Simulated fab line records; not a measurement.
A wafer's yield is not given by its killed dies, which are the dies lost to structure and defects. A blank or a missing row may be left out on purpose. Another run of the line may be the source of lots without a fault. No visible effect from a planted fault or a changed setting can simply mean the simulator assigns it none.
Chamber matching | flow n5 finfet | N5_BEOL_M3_ALD_84 on ald metal-04: 4 sister chambers
The step deposits TaN, pulse time 2 s, purge time 3 s, co reactant purge time 2 s. 8 wafers are shown with their chamber, then 10 later ones without.

## EACH WAFER AND ITS CHAMBER
wafer  | chamber | heater power w (W) | heater power outer w (W)
L075.1 | 2       | 516                | 254
L085.4 | 3       | 404                | 212
L088.5 | 0       | 474                | 262
L087.1 | 1       | 433                | 244
L087.2 | 0       | 470                | 262
L087.4 | 2       | 510                | 249
L089.1 | 1       | 439                | 244
L089.4 | 3       | 409                | 205

## WAFERS MISSING THEIR CHAMBER
wafer  | heater power w (W) | heater power outer w (W)
L089.6 | 464                | 260
L090.1 | 467                | 265
L090.3 | 439                | 244
L090.5 | 407                | 202
L093.2 | 440                | 248
L093.3 | 475                | 262
L093.5 | 497                | 255
L096.2 | 502                | 259
L096.4 | 405                | 210
L096.6 | 465                | 256

## CHAMBER TAKEN BY EACH
wafer  | from the rows above | in truth
L089.6 | 0                   | 0
L090.1 | 0                   | 0
L090.3 | 1                   | 1
L090.5 | 3                   | 3
L093.2 | 1                   | 1
L093.3 | 0                   | 0
L093.5 | 2                   | 2
L096.2 | 2                   | 2
L096.4 | 3                   | 3
L096.6 | 0                   | 0
Placed correctly: 10 of 10. From these rows, 0 cannot be placed. Number placed wrongly: 0.
How it was worked out, from the rows above alone: a wafer's distance from a chamber is the root of the sum, over the readings, of the square of ((its reading less the chamber's mean) divided by the reading's scatter). If the next closest chamber is less than 2 further off than the closest, the wafer can't be placed; otherwise it belongs to the closest. For every chamber, the mean is computed from those of its wafers that are shown. How the scatter is found: for the shown wafers, subtract from each reading the mean of its chamber, square and add these, divide the total by (wafers less chambers), then take the root.
